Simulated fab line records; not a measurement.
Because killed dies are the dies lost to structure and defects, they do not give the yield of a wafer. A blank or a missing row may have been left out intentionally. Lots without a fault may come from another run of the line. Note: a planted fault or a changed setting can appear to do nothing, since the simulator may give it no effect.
Struck lot and sound lot, side by side || flow nandHarc || 13 out of 1302 route steps
Sound: wafers L656.3, L656.4, L656.6. Wafers struck: L646.1, L646.3, L646.4. Last of all comes the cause.
For every step that has rows: the tool of each side, followed by ch and its chambers, followed by its first start. Under that, the readings that differ: sound wafers || struck wafers || difference of the means || sigmas: that difference in standard deviations of wafers without a fault.
alike: readings with means less than 2 such deviations apart, plus words and numbers identical on both sides. not compared: withheld readings, readings lacking a value on some wafer, bounds such as >300 that could conceal the same value, and numbers that have no deviation in the record and whose values overlap.
The two part at a step that has a row with sigmas, a row that says differs or no value, or rows on one side only. Non-overlapping numbers with no deviation appear without sigmas and do not part them. A reading missing from all wafers of one side parts the sides only when that side holds two or more wafers.

NHARC_P_M0_INSPECT_27:
  struck on defectInspect-02, day 10 09:02; sound on defectInspect-01, day 14 01:20
{"reading": "rawDefectCount", "sound": "582 370 463", "struck": "197 208 190", "difference": -273, "sigmas": -2}
NHARC_P_M0_PRE_CLEAN_31: time 12 s.
  sound on pecvd-03 ch 0,1,2, day 14 01:25; struck on pecvd-01 ch 0,1,2, day 10 09:07
  alike: heaterPowerW
NHARC_P_M0_DEP_32: deposits SiCN, target thk 30 nm.
  sound on pecvd-03 ch 0,1,2, day 14 01:31; struck on pecvd-01 ch 0,1,2, day 10 09:13
  alike: heaterPowerW
then, 8 steps without rows for these wafers: NHARC_P_M1_DEP_00 (deposits SiOC, target thk 182.5 nm); NHARC_P_M1_DEHYDRATE_01 (time 120 s); NHARC_P_M1_HMDS_02 (time 30 s); NHARC_P_M1_COAT_34 (time 65 s); NHARC_P_M1_COAT_03 (resist thk 90 nm); NHARC_P_M1_SOFTBAKE_04 (time 55 s); NHARC_P_M1_EBR_05; NHARC_P_M1_EXPOSE_06 (exposes mask P M1, target cd 130 nm).
NHARC_P_M1_PEB_07: peb time 65 s.
  sound on lithoTrack-01 ch 0, day 14 02:30; struck on lithoTrack-06, day 10 10:20
  no value came back on the struck wafers for chillPlateTempC (C), exhaustPa (Pa); on the sound wafers chillPlateTempC (C) reads 23.20 22.96 23.04
then, 1 step without rows for these wafers: NHARC_P_M1_DEVELOP_08 (develop time 35 s).

== WHERE THEY PART ==
First at NHARC_P_M0_INSPECT_27; last, within this record, at NHARC_P_M1_PEB_07.

WHY: the cause the simulator had injected
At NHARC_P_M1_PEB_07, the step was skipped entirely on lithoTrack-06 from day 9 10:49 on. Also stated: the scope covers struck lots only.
